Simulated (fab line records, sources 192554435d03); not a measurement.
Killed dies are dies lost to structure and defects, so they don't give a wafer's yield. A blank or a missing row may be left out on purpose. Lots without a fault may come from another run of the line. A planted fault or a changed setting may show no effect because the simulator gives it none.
Split-lot experiment | flow n5_finfet | 7 lots, 21 wafers read, on a route of 1938 steps

THE SPLIT
At N5_BEOL_M8_EXPOSE_25 (exposes mask V7, target cd 40 nm), the setting dose_mj was moved away from the recipe's 42.5 on 6 of the 21 wafers read, by -6.8% to +5.3%. The other wafers ran this setting at the recipe's value.

FROM THE SPLIT TO THE READING: what the file shows between them, 2 steps
- N5_BEOL_M8_PEB_26: peb time 60 s
- N5_BEOL_M8_DEVELOP_27: develop time 30 s

THE READING
cd_nm, in nm, at N5_BEOL_M8_CD_MEAS_28 (target cd 40 nm). Fault-free wafers of this fab line usually give 40.01 nm, standard deviation 0.26 nm.

wafer  | tool, chamber at the split | dose_mj as run | against the recipe | cd_nm, nm | against lot-mates on the recipe
L075.2 | euv_scanner-01, 0          | 42.5           | recipe             | 40.07     | -
L075.3 | euv_scanner-01, 0          | 42.5           | recipe             | 40.21     | -
L075.5 | euv_scanner-01, 0          | 42.5           | recipe             | 40.06     | -
L085.1 | euv_scanner-01, 0          | 43.96          | +3.4%              | 40.56     | +0.36
L085.4 | euv_scanner-01, 0          | 42.5           | recipe             | 40.20     | -
L085.6 | euv_scanner-01, 0          | 43.96          | +3.4%              | 40.17     | -0.03
L084.3 | euv_scanner-01, 0          | 42.5           | recipe             | 39.93     | -
L084.5 | euv_scanner-01, 0          | 43.42          | +2.2%              | 40.63     | +0.70
L084.6 | euv_scanner-01, 0          | 43.42          | +2.2%              | 40.40     | +0.47
L090.3 | euv_scanner-02, 0          | 42.5           | recipe             | 40.12     | -
L090.4 | euv_scanner-02, 0          | 42.5           | recipe             | 40.50     | -
L090.5 | euv_scanner-02, 0          | 42.5           | recipe             | 39.92     | -
L096.2 | euv_scanner-02, 0          | 42.5           | recipe             | 40.23     | -
L096.3 | euv_scanner-02, 0          | 39.6           | -6.8%              | 38.62     | -1.48
L096.5 | euv_scanner-02, 0          | 42.5           | recipe             | 39.98     | -
L092.1 | euv_scanner-02, 0          | 42.5           | recipe             | 40.05     | -
L092.3 | euv_scanner-02, 0          | 42.5           | recipe             | 40.01     | -
L092.4 | euv_scanner-02, 0          | 42.5           | recipe             | 39.76     | -
L093.3 | euv_scanner-01, 0          | 42.5           | recipe             | 40.03     | -
L093.4 | euv_scanner-01, 0          | 42.5           | recipe             | 40.37     | -
L093.5 | euv_scanner-01, 0          | 44.74          | +5.3%              | 41.11     | +0.91

THE FIT
A straight line over all 21 wafers: cd_nm changes by +0.181 nm for each +1% of dose_mj; r = +0.89; the points scatter about the line by 0.21 nm.
The same after taking each lot's own level away (the mean of its wafers on the recipe; 21 wafers): +0.177 nm for each +1%; r = +0.88; scatter 0.22 nm.
On that fit, the largest move of dose_mj shifts the reading by 1.2 nm.
The lots' own levels span 39.930 to 40.200 nm, that is 1.0 times the standard deviation above.
So the lot-to-lot level changes the slope little: the two slopes agree.
Check: with one of the wafers moved furthest among these (-6.8%) left out of the fit, the line predicts -0.929 nm for it against its lot-mates. It came out at -1.48 nm against them.

OTHER SPLITS ON THESE WAFERS
These wafers also went through other splits before the reading. Each is held against what the fit with the lots' levels taken away leaves over:
other split on the same wafers | wafers away from the commonest value | r with cd_nm (lot level and that fit taken away)
N5_BEOL_M7_EXPOSE_25 dose_mj   | 9                                    | +0.12
N5_BEOL_M7_DESCUM_33 time_s    | 2                                    | -0.02

THE WHOLE CHAIN: every reading that the file lists as answering this split, in the file's order
step                  | what it does                                                | reading                                                        | change (the file's fit)               | r (the file's)
N5_BEOL_M8_CD_MEAS_28 | target cd 40 nm                                             | cd_nm                                                          | +0.184 nm for each +1% of the setting | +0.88
N5_BEOL_M8_DESCUM_33  | chemistry O2, time 7 s                                      | BEOL_M8.cd_nm (the simulator's own value, which no gauge read) | +0.202 nm for each +1% of the setting | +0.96
N5_BEOL_M8_ETCH_72    | etches underlayer in N2/H2, target depth 6.5 nm, time 5.2 s | BEOL_M8.cd_nm (the simulator's own value, which no gauge read) | +0.207 nm for each +1% of the setting | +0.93

THE FILE'S OWN FIT
cd_nm changes by +0.184 nm for each +1% of dose_mj, r = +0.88.
